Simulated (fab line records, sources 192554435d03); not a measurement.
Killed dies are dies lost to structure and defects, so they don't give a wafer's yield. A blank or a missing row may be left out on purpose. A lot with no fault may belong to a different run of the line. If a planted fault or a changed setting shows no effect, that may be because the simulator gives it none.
Chamber matching -- flow n5_finfet -- 4 sister chambers for N5_BEOL_M8_ETCH_65 on rie_diel-01
The step etches SiARC in CF4, target depth 15.6 nm, time 26 s. 20 wafers are shown with their chamber, then 10 later ones without.

== WAFERS, EACH WITH ITS CHAMBER ==
wafer,chamber,drypump_motor_current_A (A),etch_rf_on_time_s (s),throttle_valve_pct (%)
L078.3,1,5.63,26.2,15.66
L078.4,0,5.32,27.4,15.65
L078.6,3,5.26,25.6,15.40
L082.1,2,5.76,26.6,15.80
L082.2,0,5.34,27.4,15.67
L082.4,3,5.26,25.7,15.45
L083.1,2,5.77,26.4,15.81
L083.4,0,5.34,27.0,15.69
L083.5,3,5.22,25.3,15.43
L085.1,3,5.25,25.7,15.45
L085.2,0,5.33,27.6,15.69
L085.6,3,5.23,25.8,15.44
L090.1,3,5.24,25.7,15.48
L090.2,1,5.64,25.7,15.18
L090.4,3,5.23,25.4,15.48
L088.1,3,5.23,25.6,15.48
L088.3,1,5.64,26.1,15.17
L088.5,2,5.76,26.5,15.85
L092.1,1,5.63,26.1,15.21
L092.2,2,5.81,26.6,15.86

SIGNATURES (averages over the wafers above)
reading,chamber 0,chamber 1,chamber 2,chamber 3,scatter within a chamber
drypump_motor_current_A,5.3325,5.6350,5.7750,5.2400,0.0152
etch_rf_on_time_s,27.350,26.025,26.525,25.600,0.188
throttle_valve_pct,15.6750,15.3050,15.8300,15.4512,0.106
Rule: for a wafer and a chamber, the distance is found by dividing, reading by reading, the gap between the wafer's reading and the chamber's mean by the reading's scatter, squaring, summing and taking the root. If the next closest chamber is less than 2 further off than the closest, the wafer can't be placed; otherwise it belongs to the closest. How the scatter is found: for the shown wafers, subtract from each reading the mean of its chamber, square and add these, divide the total by (wafers less chambers), then take the root.

== WAFERS WITH NO CHAMBER GIVEN ==
wafer,drypump_motor_current_A (A),etch_rf_on_time_s (s),throttle_valve_pct (%)
L092.3,5.34,26.0,15.20
L094.2,5.23,25.8,15.54
L094.3,5.63,25.7,15.20
L094.4,5.78,26.4,15.87
L097.2,5.63,26.0,15.20
L097.4,5.64,26.2,15.21
L097.6,5.33,25.9,15.21
L095.3,5.64,25.9,15.24
L095.4,5.66,25.9,15.21
L095.5,5.25,26.1,15.53

== EACH ONE'S CHAMBER ==
wafer,from the rows above,in truth
L092.3,can't be placed: 3 or 0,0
L094.2,3,3
L094.3,1,1
L094.4,2,2
L097.2,1,1
L097.4,1,1
L097.6,3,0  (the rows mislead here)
L095.3,1,1
L095.4,1,1
L095.5,3,3
8 of 10 placed correctly. Can't be placed from these rows: 1 (the true chamber is among the candidates in 1). Number placed wrongly: 1.
